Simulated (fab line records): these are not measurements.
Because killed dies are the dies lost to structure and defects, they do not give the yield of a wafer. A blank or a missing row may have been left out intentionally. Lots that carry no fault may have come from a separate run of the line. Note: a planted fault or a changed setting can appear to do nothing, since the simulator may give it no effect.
Which tool is to blame? | flow n5 finfet | Sampling: 24 lots, 72 wafers, 4 of 1938 route steps

## WHAT EACH GAUGE READ, for each wafer
N5_BEOL_M5_INSPECT_58: inspects for defects (darkfield).
lot  | measured     | on                | raw defect count
L074 | day 8 12:01  | defect inspect-01 | 83 65 63
L075 | day 8 14:46  | defect inspect-01 | 93 70 85
L076 | day 9 00:33  | defect inspect-01 | 69 30 39
L077 | day 9 05:24  | defect inspect-01 | 64 61 87
L078 | day 9 13:31  | defect inspect-02 | 118 112 132
L079 | day 9 15:29  | defect inspect-01 | 44 38 56
L080 | day 9 21:54  | defect inspect-01 | 62 127 84
L082 | day 9 22:52  | defect inspect-01 | 57 72 71
L081 | day 10 01:44 | defect inspect-02 | 88 121 78
L083 | day 10 04:21 | defect inspect-01 | 88 131 121
L084 | day 10 23:07 | defect inspect-01 | 71 63 116
L086 | day 11 12:52 | defect inspect-01 | 48 43 93
L085 | day 11 13:57 | defect inspect-02 | 48 89 101
L087 | day 11 18:27 | defect inspect-02 | 73 123 96
L088 | day 11 18:50 | defect inspect-01 | 76 55 69
L089 | day 11 21:58 | defect inspect-01 | 93 72 68
L091 | day 12 11:33 | defect inspect-01 | 53 66 68
L090 | day 12 12:20 | defect inspect-01 | 96 101 105
L092 | day 12 17:59 | defect inspect-01 | 52 107 73
L093 | day 13 05:44 | defect inspect-02 | 45 69 60
L094 | day 13 13:05 | defect inspect-01 | 104 110 76
L095 | day 13 16:19 | defect inspect-02 | 49 88 99
L096 | day 13 19:58 | defect inspect-02 | 84 46 62
L097 | day 13 21:23 | defect inspect-02 | 83 46 43

N5_BEOL_M6_OVL_MEAS_29.
lot  | measured     | on         | V5_OVL (nm)
L074 | day 8 16:54  | overlay-01 | -0.2 -0.5 -0.3
L075 | day 8 18:52  | overlay-02 | -0.6 0.0 0.7
L076 | day 9 06:05  | overlay-02 | -0.4 0.7 -0.2
L077 | day 9 10:19  | overlay-02 | 0.1 0.0 0.5
L078 | day 9 17:56  | overlay-01 | 0.8 0.5 -0.1
L079 | day 9 17:54  | overlay-02 | 0.8 -0.2 0.7
L080 | day 10 02:38 | overlay-02 | -0.1 -0.1 0.4
L082 | day 10 02:56 | overlay-01 | 1.1 0.6 0.5
L081 | day 10 05:27 | overlay-02 | -0.4 -0.3 -0.2
L083 | day 10 07:55 | overlay-01 | -0.4 0.0 -0.4
L084 | day 11 03:36 | overlay-02 | -0.2 -1.3 -0.8
L086 | day 11 17:48 | overlay-01 | -0.4 -1.2 -0.7
L085 | day 11 17:39 | overlay-01 | -0.4 -0.6 0.2
L087 | day 11 22:17 | overlay-01 | 0.3 0.7 0.5
L088 | day 11 22:20 | overlay-02 | 0.3 -0.1 -0.1
L089 | day 12 02:04 | overlay-01 | 0.4 -0.3 -0.9
L091 | day 12 16:49 | overlay-01 | 1.0 -0.8 0.1
L090 | day 12 16:38 | overlay-01 | -0.2 0.1 -0.1
L092 | day 12 20:49 | overlay-01 | -0.2 -0.6 -0.2
L093 | day 13 08:29 | overlay-01 | 0.6 1.0 1.1
L094 | day 13 19:08 | overlay-01 | 0.3 0.2 1.2
L095 | day 13 21:41 | overlay-01 | -0.2 -0.2 -1.0
L096 | day 13 22:06 | overlay-02 | -0.6 -0.8 -0.8
L097 | day 14 01:40 | overlay-01 | -0.3 -0.9 -0.1

N5_BEOL_M6_CD_MEAS_35: target cd 40 nm, target cd y 28 nm.
lot  | measured     | on        | cd nm (nm)
L074 | day 8 17:34  | cd sem-03 | 40.5 39.9 39.8
L075 | day 8 19:33  | cd sem-02 | 40.3 40.2 39.1
L076 | day 9 06:50  | cd sem-03 | 39.6 39.6 39.5
L077 | day 9 11:03  | cd sem-03 | 40.0 38.9 39.3
L078 | day 9 18:59  | cd sem-03 | 41.6 39.6 40.6
L079 | day 9 18:35  | cd sem-02 | 40.2 40.6 40.6
L080 | day 10 03:19 | cd sem-02 | 39.7 39.8 39.6
L082 | day 10 03:49 | cd sem-02 | 39.7 40.1 39.6
L081 | day 10 06:14 | cd sem-02 | 39.9 40.2 40.6
L083 | day 10 08:37 | cd sem-02 | 39.7 40.1 40.9
L084 | day 11 04:26 | cd sem-02 | 39.5 39.9 40.1
L086 | day 11 18:29 | cd sem-01 | 40.1 39.5 39.8
L085 | day 11 18:19 | cd sem-03 | 39.1 38.5 38.3
L087 | day 11 22:57 | cd sem-03 | 38.3 39.4 39.6
L088 | day 11 23:18 | cd sem-01 | 39.8 40.0 39.8
L089 | day 12 02:52 | cd sem-02 | 39.2 38.5 40.1
L091 | day 12 17:45 | cd sem-02 | 39.5 39.9 40.4
L090 | day 12 17:19 | cd sem-02 | 40.4 41.1 39.8
L092 | day 12 21:29 | cd sem-03 | 39.0 39.2 39.7
L093 | day 13 09:29 | cd sem-02 | 39.5 40.4 39.0
L094 | day 13 19:49 | cd sem-01 | 40.6 40.1 40.4
L095 | day 13 22:28 | cd sem-01 | 40.3 39.5 39.6
L096 | day 13 22:46 | cd sem-01 | 39.7 39.8 40.5
L097 | day 14 02:37 | cd sem-03 | 38.7 39.9 40.0

## EACH LOT AND THE TOOL THAT RAN IT (in order: tool; ch and the chambers of the sampled wafers; start)
lot  | N5_BEOL_M6_ETCH_61
L074 | rie diel-06 ch 0,2, day 8 14:37
L075 | rie diel-04 ch 0,1,2, day 8 17:58
L076 | rie diel-06 ch 0,1,2, day 9 04:02
L077 | rie diel-06 ch 0,2,3, day 9 07:59
L078 | rie diel-04 ch 0,2,3, day 9 16:16
L079 | rie diel-04 ch 0,1,3, day 9 16:48
L080 | rie diel-05 ch 1,2, day 10 01:41
L082 | rie diel-05 ch 0,2, day 10 02:11
L081 | rie diel-05 ch 1,2,3, day 10 04:13
L083 | rie diel-04 ch 0,3, day 10 07:01
L084 | rie diel-06 ch 1,2,3, day 11 02:06
L086 | rie diel-05 ch 0,1,3, day 11 15:32
L085 | rie diel-04 ch 0,1, day 11 16:13
L087 | rie diel-06 ch 1,2, day 11 20:33
L088 | rie diel-06 ch 0,1, day 11 20:52
L089 | rie diel-06 ch 0,2,3, day 12 00:05
L091 | rie diel-06 ch 0,1,3, day 12 14:08
L090 | rie diel-05 ch 0,1,2, day 12 14:21
L092 | rie diel-05 ch 0,2, day 12 19:52
L093 | rie diel-06 ch 0,2,3, day 13 07:17
L094 | rie diel-04 ch 1,3, day 13 15:28
L095 | rie diel-06 ch 0,1,3, day 13 20:30
L096 | rie diel-05 ch 1,2,3, day 13 21:13
L097 | rie diel-04 ch 0,2,3, day 14 00:01
- N5_BEOL_M6_ETCH_61: etches SiARC in CF4, target depth 45.5 nm, time 75.8 s.

## WHAT THE TOOLS THEMSELVES READ (means of the sampled wafers that have a number; where no wafer has one, the mark that the record gives instead)
N5_BEOL_M6_ETCH_61.
lot  | tool        | drypump motor current A (A) | etch rf on time s (s) | oes product au (a.u.) | rf vpp V (V) | showerhead plenum p Torr (Torr) | throttle valve pct (%)
L074 | rie diel-06 | 5.1                         | 75.1                  | 0.64                  | 183.3        | 2.10                            | 15.74
L075 | rie diel-04 | 6.0                         | 76.3                  | 0.65                  | 183.7        | 2.11                            | 15.63
L076 | rie diel-06 | 5.2                         | 73.8                  | 0.63                  | 182.8        | 2.10                            | 15.80
L077 | rie diel-06 | 5.0                         | 73.8                  | 0.70                  | 184.3        | 2.15                            | 15.62
L078 | rie diel-04 | 5.7                         | 77.0                  | 0.64                  | 184.2        | 2.15                            | 15.73
L079 | rie diel-04 | 5.5                         | 77.5                  | 0.61                  | 183.5        | 2.13                            | 15.65
L080 | rie diel-05 | 5.2                         | 77.6                  | 0.72                  | 183.6        | 2.15                            | 15.45
L082 | rie diel-05 | 5.7                         | 76.0                  | 0.67                  | 184.9        | 2.25                            | 15.77
L081 | rie diel-05 | 5.6                         | 78.4                  | 0.67                  | 183.8        | 2.12                            | 15.54
L083 | rie diel-04 | 5.5                         | 77.0                  | 0.60                  | 184.0        | 2.18                            | 15.71
L084 | rie diel-06 | 5.2                         | 73.8                  | 0.68                  | 185.1        | 2.17                            | 15.76
L086 | rie diel-05 | 5.8                         | 76.3                  | 0.72                  | 184.6        | 2.21                            | 15.61
L085 | rie diel-04 | 5.8                         | 78.3                  | 0.59                  | 184.0        | 2.14                            | 15.62
L087 | rie diel-06 | 5.4                         | 74.6                  | 0.61                  | 183.4        | 2.12                            | 15.90
L088 | rie diel-06 | 5.3                         | 74.9                  | 0.62                  | 183.9        | 2.10                            | 15.91
L089 | rie diel-06 | 5.0                         | 73.6                  | 0.67                  | 184.9        | 2.14                            | 15.68
L091 | rie diel-06 | 5.1                         | 74.2                  | 0.67                  | 184.0        | 2.15                            | 15.74
L090 | rie diel-05 | 5.5                         | 76.4                  | 0.68                  | 185.1        | 2.19                            | 15.65
L092 | rie diel-05 | 5.5                         | 77.9                  | 0.66                  | 185.8        | 2.23                            | 15.60
L093 | rie diel-06 | 5.0                         | 74.8                  | 0.66                  | 184.1        | 2.14                            | 15.70
L094 | rie diel-04 | 5.3                         | 75.7                  | 0.62                  | 183.8        | 2.10                            | 15.74
L095 | rie diel-06 | 5.1                         | 74.8                  | 0.66                  | 184.3        | 2.14                            | 15.77
L096 | rie diel-05 | 5.6                         | 78.1                  | 0.72                  | 185.0        | 2.20                            | 15.44
L097 | rie diel-04 | 5.7                         | 76.4                  | 0.72                  | 185.1        | 2.14                            | 15.65

## THE ANSWER, worked out from the rows above alone
Rule: the usual values come from the lots themselves. The widest of any qualifying gaps counts: lots, ordered by their means at a reading, are off when they make up no more than a third of the lots, leave a main group of 4 or more, and stand apart from it by 3 or more times the standard deviation of that group's means. The tables above print the reading to a certain number of digits; a main group whose means all agree to those digits is not used. A lot without any number at a reading at which 4 lots or more have one is off too. Any other lot the step has rows for is counted as sound. Order of review: gauges by route order, followed by the tools' own readings, for which a lot's mean as printed above is used. At the first step where some lot is off, the reading lying furthest off is the one used; lots without a number count as furthest.
Nothing can be told from this: no lot is off at any reading shown.

## WHAT WAS PUT IN BY THE SIMULATOR
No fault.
